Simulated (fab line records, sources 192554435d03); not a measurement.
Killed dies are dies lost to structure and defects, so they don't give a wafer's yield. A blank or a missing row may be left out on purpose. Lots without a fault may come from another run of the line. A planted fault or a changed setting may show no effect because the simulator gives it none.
fab line records | flow n5_finfet
record lots=11 wafers=33 last_day=18
route steps=1938 shown MIM_BOT@1833 MIM_TOP@1834 MIM_TOP_LITHO@1848 PASSIVATION@1936
lots that met no fault: from a run of the same line without faults
start_h: hours from the record's first day to the start of the lot's first wafer shown | wait_h: hours since the lot's step before | " the same as in the row above | L1.1+2: a row that stands for several wafers | - no value, or no start given | * or withheld: withheld | < > ~ a bound
route shown NAME@n: a module of which the file shows steps, and the number in the route of the first | usual: mean/standard deviation of fault-free wafers | same: alike in all rows | chamber/n: place in a boat | sites: the reading at each site | _std_site: their standard deviation | _edge_site: outer sites' mean less inner sites' | radius_mm: how far each site lies from the wafer's centre | mask NAME#n: copy n | behind: the tool/chamber that last shaped the wafer | hold: why the lot was held/for how many hours/how that ended | device: the transistor (n, p or np) that didn't switch | end of line: the same wafers' tests at the end of the route | a step without rows: its recipe alone | killed: dies lost to structure and defects at the first sort, not the wafer's yield | map: a wafer's dies, x killed, . not, _ none there
set.NAME: the setting as run; set.NAME@STEP: as run at that earlier step | model.NAME: the simulator's own value behind a step, which no gauge read
steps of the route over a sample of lots; a table a step, a row a wafer
services: from which hour (start_h, from the record's first day; less than 0 if before it) a tool's chamber was out of use, for how many hours, and why
## steps
# step N5_MIM_BOT_SPUTTER_00
# recipe material=TiN target_thk_a=350 temp_c=200 power_w=3000 chamber_pressure_pa=0.49996 gas=Ar reactive_partial_pa=0.37997 time_s=89.7
# usual throttle_valve_pct=30.0/1
# columns lot.wafer tool chamber start_h wait_h throttle_valve_pct
L706.1 pvd_sputter-03 - 293.22 0.0 29.1
L706.3 " - " " 30.2
L706.6 " - " " 30.3
L705.1 pvd_sputter-01 - 296.60 0.0 30.1
L705.3 " - " " 29.1
L705.5 " - " " 29.9
L704.2 pvd_sputter-01 - 296.96 0.0 30.3
L704.3 " - " " 30.0
L704.5 " - " " 29.2
L709.2 pvd_sputter-03 - 303.77 0.0 31.2
L709.4 " - " " 30.2
L709.6 " - " " 28.9
L710.3 pvd_sputter-01 - 309.09 0.0 29.3
L710.5 " - " " 29.0
L710.6 " - " " 30.3
L712.1 pvd_sputter-02 - 319.93 0.0 31.0
L712.4 " - " " 28.1
L712.6 " - " " 32.8
L714.2 pvd_sputter-03 - 335.84 0.0 31.2
L714.5 " - " " 29.0
L714.6 " - " " 30.1
L722.1 pvd_sputter-03 - 386.29 0.0 29.3
L722.3 " - " " 31.1
L722.4 " - " " 30.2
L720.3 pvd_sputter-01 - 391.53 0.0 30.2
L720.5 " - " " 29.2
L720.6 " - " " 30.2
L724.2 pvd_sputter-01 - 394.67 0.0 29.3
L724.3 " - " " 29.5
L724.4 " - " " 30.0
L725.2 pvd_sputter-02 - 413.83 0.0 28.9
L725.4 " - " " 31.0
L725.5 " - " " 28.9
# step N5_MIM_TOP_ALD_00
# recipe material=Al2O3 target_thk_a=* temp_c=withheld ald_precursor_family=TMA ald_co_reactant=O3 pulse_time_s=withheld purge_time_s=3 co_reactant_purge_time_s=withheld co_reactant_pulse_time_s=3 ald_cycles=withheld
# usual precursor_pulse_height_rel=1.000/0.021
# columns lot.wafer tool chamber start_h wait_h precursor_pulse_height_rel
L706.1 ald_hk-02 1 293.32 0.1 0.964
L706.3 " 2 " " 0.995
L706.6 " 3 " " 0.973
L705.1 ald_hk-01 1 296.70 0.1 0.977
L705.3 " 3 " " 1.005
L705.5 " 2 " " 1.013
L704.2 ald_hk-03 2 297.06 0.1 1.012
L704.3 " 3 " " 1.014
L704.5 " 0 " " 0.962
L709.2 ald_hk-01 2 303.87 0.1 1.001
L709.4 " 0 " " 1.020
L709.6 " 0 " " 1.003
L710.3 ald_hk-01 0 309.19 0.1 1.032
L710.5 " 2 " " 0.988
L710.6 " 1 " " 1.034
L712.1 ald_hk-02 2 320.03 0.1 1.024
L712.4 " 0 " " 0.999
L712.6 " 1 " " 0.997
L714.2 ald_hk-01 2 335.94 0.1 1.010
L714.5 " 1 " " 1.024
L714.6 " 2 " " 0.995
L722.1 ald_hk-03 0 386.39 0.1 0.987
L722.3 " 3 " " 1.030
L722.4 " 1 " " 0.969
L720.3 ald_hk-02 0 391.63 0.1 1.007
L720.5 " 0 " " 1.035
L720.6 " 3 " " 1.013
L724.2 ald_hk-01 0 394.77 0.1 1.018
L724.3 " 3 " " 1.013
L724.4 " 2 " " 1.019
L725.2 ald_hk-01 3 413.93 0.1 0.994
L725.4 " 0 " " 1.000
L725.5 " 3 " " 1.007
# step N5_MIM_TOP_ALD_02
# recipe material=Al2O3 target_thk_a=* temp_c=withheld ald_precursor_family=TMA ald_co_reactant=O3 pulse_time_s=withheld purge_time_s=3 co_reactant_purge_time_s=withheld co_reactant_pulse_time_s=3 ald_cycles=withheld
# usual precursor_pulse_height_rel=1.000/0.019
# columns lot.wafer tool chamber start_h wait_h precursor_pulse_height_rel
L706.1 ald_hk-02 1 - - 1.020
L706.3 " 2 " " 1.005
L706.6 " 3 " " 1.015
L705.1 ald_hk-01 1 - - 1.003
L705.3 " 3 " " 1.025
L705.5 " 2 " " 0.997
L704.2 ald_hk-03 2 - - 0.987
L704.3 " 3 " " 1.019
L704.5 " 0 " " 1.025
L709.2 ald_hk-01 2 - - 1.000
L709.4 " 0 " " 0.999
L709.6 " 0 " " 0.980
L710.3 ald_hk-01 0 - - 0.999
L710.5 " 2 " " 0.999
L710.6 " 1 " " 0.986
L712.1 ald_hk-02 2 - - 1.018
L712.4 " 0 " " 1.007
L712.6 " 1 " " 0.974
L714.2 ald_hk-01 2 - - 0.996
L714.5 " 1 " " 1.014
L714.6 " 2 " " 0.956
L722.1 ald_hk-03 0 - - 0.999
L722.3 " 3 " " 1.038
L722.4 " 1 " " 1.022
L720.3 ald_hk-02 0 - - 1.008
L720.5 " 0 " " 0.990
L720.6 " 3 " " 0.982
L724.2 ald_hk-01 0 - - 1.016
L724.3 " 3 " " 0.989
L724.4 " 2 " " 1.017
L725.2 ald_hk-01 3 - - 0.977
L725.4 " 0 " " 0.995
L725.5 " 3 " " 0.996
# step N5_MIM_TOP_LITHO_OVL_MEAS_11
# recipe points_per_wafer=44
# usual MIM_TOP_OVL=-3/5.1
# columns lot.wafer tool chamber start_h wait_h MIM_TOP_OVL[nm]
L706.1 overlay-02 0 296.12 0.0 -3
L706.3 " 0 " " -4
L706.6 " 0 " " 2
L705.1 overlay-02 0 298.35 0.0 -1
L705.3 " 0 " " -2
L705.5 " 0 " " -14
L704.2 overlay-02 0 298.80 0.0 -1
L704.3 " 0 " " -9
L704.5 " 0 " " -3
L709.2 overlay-01 0 305.74 0.0 -3
L709.4 " 0 " " -7
L709.6 " 0 " " -1
L710.3 overlay-02 0 311.00 0.0 -10
L710.5 " 0 " " -3
L710.6 " 0 " " -4
L712.1 overlay-01 0 323.15 0.0 1
L712.4 " 0 " " -1
L712.6 " 0 " " -2
L714.2 overlay-01 0 337.29 0.0 -11
L714.5 " 0 " " -7
L714.6 " 0 " " -8
L722.1 overlay-02 0 387.77 0.0 0
L722.3 " 0 " " -5
L722.4 " 0 " " -13
L720.3 overlay-02 0 393.07 0.0 -3
L720.5 " 0 " " -14
L720.6 " 0 " " -2
L724.2 overlay-02 0 396.14 0.0 -4
L724.3 " 0 " " -1
L724.4 " 0 " " -1
L725.2 overlay-02 0 416.89 0.0 5
L725.4 " 0 " " 0
L725.5 " 0 " " -4
# step N5_MIM_TOP_LITHO_INSPECT_12
# recipe mode=adi inspect_instrument=macro
# usual raw_defect_count=2.0/1.2
# columns lot.wafer tool chamber start_h wait_h raw_defect_count
L706.1 defect_inspect-02 - 296.14 0.0 5
L706.3 " - " " 4
L706.6 " - " " 2
L705.1 defect_inspect-01 - 298.37 0.0 4
L705.3 " - " " 1
L705.5 " - " " 1
L704.2 defect_inspect-02 - 298.83 0.0 1
L704.3 " - " " 1
L704.5 " - " " 3
L709.2 defect_inspect-01 - 305.76 0.0 2
L709.4 " - " " 1
L709.6 " - " " 1
L710.3 defect_inspect-01 - 311.02 0.0 2
L710.5 " - " " 1
L710.6 " - " " 1
L712.1 defect_inspect-01 - 323.18 0.0 1
L712.4 " - " " 3
L712.6 " - " " 1
L714.2 defect_inspect-01 - 337.31 0.0 2
L714.5 " - " " >300
L714.6 " - " " 2
L722.1 defect_inspect-02 - 387.80 0.0 5
L722.3 " - " " 2
L722.4 " - " " 3
L720.3 defect_inspect-02 - 393.10 0.0 1
L720.5 " - " " 1
L720.6 " - " " 3
L724.2 defect_inspect-01 - 396.17 0.0 1
L724.3 " - " " 2
L724.4 " - " " 1
L725.2 defect_inspect-02 - 416.91 0.0 2
L725.4 " - " " 1
L725.5 " - " " 3
# step N5_PASSIVATION_PROBE_49
# usual defect_limited_yield=91.3/1.4 killed_at_M0_to_M3=33/10 killed_at_M4_up=15/6.1 killed_at_contacts=12/6.7 killed_at_front_end=39/11 killed_at_other=4/3.3 killed_dies=103/16 killed_on_rim=14/4 killed_open=68/12 killed_short=34/7.2 sort_bin_5_function=5.1/0.88 sort_bin_6_memory=3.3/0.67 sort_n_pass=1077/16 sort_yield_pct=91.3/1.4
# same gross_dies=1180 killed_at_back_side=0 sort_bin_4_leakage[%]=0 sort_bin_8_speed[%]=0
# columns lot.wafer tool chamber start_h wait_h defect_limited_yield[%] killed_at_M0_to_M3 killed_at_M4_up killed_at_contacts killed_at_front_end killed_at_other killed_dies killed_on_rim killed_open killed_short sort_bin_5_function[%] sort_bin_6_memory[%] sort_n_pass sort_yield_pct[%]
L714.2 prober-02 - 347.64 0.1 90.3 18 16 12 58 10 114 10 82 29 5.3 3.5 1066 90.3
L714.5 prober-02 - 347.79 0.2 85.4 32 8 33 27 72 172 27 76 31 8.6 3.8 1008 85.4
L714.6 prober-02 - 347.84 0.3 89.1 43 10 37 34 5 129 16 83 45 6.7 4.0 1051 89.1
# killed by level:class
L714.2 FIN_SAQP:geometric_particle:open=20 FIN_SAQP:geometric_particle:short=11 MOL_CONTACT_COAG:geometric_particle:open=9 BEOL_M2:geometric_particle:open=9 BEOL_M4:geometric_particle:open=6 BEOL_M5:geometric_particle:open=6 STI_FIN_REVEAL:geometric_particle:open=5 STARTING-WAFER:geometric_particle:open=4
L714.5 MIM_TOP:unspecified=65 MOL_CONTACT_COAG:geometric_particle:open=23 MOL_CONTACT_COAG:geometric_particle:short=10 BEOL_M3:geometric_particle:open=10 STI_FIN_REVEAL:geometric_particle:open=6 FIN_SAQP:geometric_particle:open=5 BEOL_M0_SAQP:geometric_particle:short=5 BEOL_M0:geometric_particle:open=5
L714.6 MOL_CONTACT_COAG:geometric_particle:open=28 BEOL_M0_SAQP:geometric_particle:short=13 BEOL_M2:geometric_particle:open=12 MOL_CONTACT_COAG:geometric_particle:short=9 FIN_SAQP:geometric_particle:open=8 BEOL_M0_SAQP:geometric_particle:open=8 BEOL_M4:geometric_particle:open=6 FIN_SAQP:geometric_particle:short=5
## services
# columns tool chamber start_h hours kind
pvd_sputter-02 - 281.56 1.6 repair
ald_hk-02 - 309.83 0.3 repair
ald_hk-03 - 346.70 8.7 pm
ald_hk-01 - 382.69 0.5 repair
ald_hk-03 - 387.73 1.2 repair
## key
first_sign step=N5_MIM_TOP_LITHO_INSPECT_12 reading=raw_defect_count direction=up sigmas=99+ usual=2.0 struck=>300
effect step=N5_PASSIVATION_PROBE_49 reading=killed_at_other direction=up sigmas=21 usual=4 struck=72
more_kills_born_at N5_MIM_TOP_ALD_00@ald_hk-01=65
met_at N5_MIM_TOP_ALD_00
struck_lots L714
struck_wafers L714.5
not_acting_at N5_MIM_BOT_SPUTTER_00,N5_MIM_TOP_ALD_02,N5_MIM_TOP_LITHO_OVL_MEAS_11
onset_between 309.19 335.94
fault kind=chamber_particle_source tool=ald_hk-01 chamber=1 onset_h=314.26 steps=N5_MIM_TOP_ALD_00 rate_per_visit_cm2=1.4889 end_h=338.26
